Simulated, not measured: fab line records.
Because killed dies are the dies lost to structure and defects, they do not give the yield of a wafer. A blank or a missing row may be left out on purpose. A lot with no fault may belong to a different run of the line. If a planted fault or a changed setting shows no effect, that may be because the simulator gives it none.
A single fault, viewed from 3 desks -- flow n5Finfet -- each desk holds nothing but its own numbers, with what lay behind them at the end

## THE DEFECT DESK
For each lot, the counts of the inspections along the route, averaged over the sampled wafers that have a number. The brackets show how far a lot's mean lies from the usual mean; more than 4 standard deviations puts the lot out of limits, marked OUT.
Columns: A = rawDefectCount at N5_MIM_TOP_LITHO_INSPECT_12, usual 1.9; B = rawDefectCount at N5_MIM_BOT_LITHO_INSPECT_12, usual 2.1
lot,first seen here,A,B
L521,day 12 03:50,0.3,2.7
L524,day 13 11:04,2.3,2.0
L527,day 13 16:51,2.5,2.5
L536,day 15 20:30,2.3,0.7
L534,day 16 05:06,3.3,2.0
L543,day 18 01:37,1.7,2.0
This desk's verdict: no lot among the 6 shows anything out of limits.

## THE METROLOGY DESK
Lot by lot, what the gauges showed, no matter which tool ran the lot: averages of those sampled wafers that carry a number. The brackets show how far a lot's mean lies from the usual mean; more than 4 standard deviations puts the lot out of limits, marked OUT.
Columns: A = cdNm at N5_MIM_TOP_LITHO_CD_MEAS_08, usual 1999.6 nm; B = MIM_TOP_OVL at N5_MIM_TOP_LITHO_OVL_MEAS_11, usual 0 nm; C = cdNm at N5_MIM_BOT_LITHO_CD_MEAS_08, usual 3000.0 nm; D = MIM_BOT_OVL at N5_MIM_BOT_LITHO_OVL_MEAS_11, usual 3 nm
lot,first seen here,A,B,C,D
L521,day 12 03:47,1997.6,5,3000.3,1
L524,day 13 11:01,2002.3,1,2998.4,4
L527,day 13 16:47,2000.3,-1,3001.1,-5
L536,day 15 20:27,1997.4,-0,3000.9,0
L534,day 16 05:02,2000.3,1,2999.2,5
L543,day 18 01:34,1996.9,-4,2998.3,-3
This desk's verdict: no lot among the 6 shows anything out of limits.

## DESK OF THE TOOL OWNER: pecvd-01
The tool's own readings at N5_MIM_TOP_ETCH_PECVD_03 (deposits SiNx from SiH4/NH3/N2, target thk 20 nm, time 17.6 s): means of the sampled wafers that have a number, for each lot that ran on this tool. The brackets show how far a lot's mean lies from the usual mean; more than 4 standard deviations puts the lot out of limits, marked OUT.
Columns: A = chamberPressureTorr at N5_MIM_TOP_ETCH_PECVD_03, usual 1.4998 Torr; B = heaterPowerW at N5_MIM_TOP_ETCH_PECVD_03, usual 765 W; C = showerheadPlenumPTorr at N5_MIM_TOP_ETCH_PECVD_03, usual 5.15 Torr; D = throttleValvePct at N5_MIM_TOP_ETCH_PECVD_03, usual 39.3 %
lot,first seen here,A,B,C,D
L521,day 12 04:25,1.4974,696,5.14,39.1
L524,day 13 11:29,1.5025,769,5.10,40.5
L527,day 13 17:18,1.4970,785,5.19,39.2
This desk's verdict: no lot among the 3 shows anything out of limits.

## PUT TOGETHER
Nothing the defect desk looked at was out of limits.
From the metrology desk's view, nothing was out of limits.
Nothing out of limits was seen by the tool owner's desk.

## WHAT THE SIMULATOR PUT IN
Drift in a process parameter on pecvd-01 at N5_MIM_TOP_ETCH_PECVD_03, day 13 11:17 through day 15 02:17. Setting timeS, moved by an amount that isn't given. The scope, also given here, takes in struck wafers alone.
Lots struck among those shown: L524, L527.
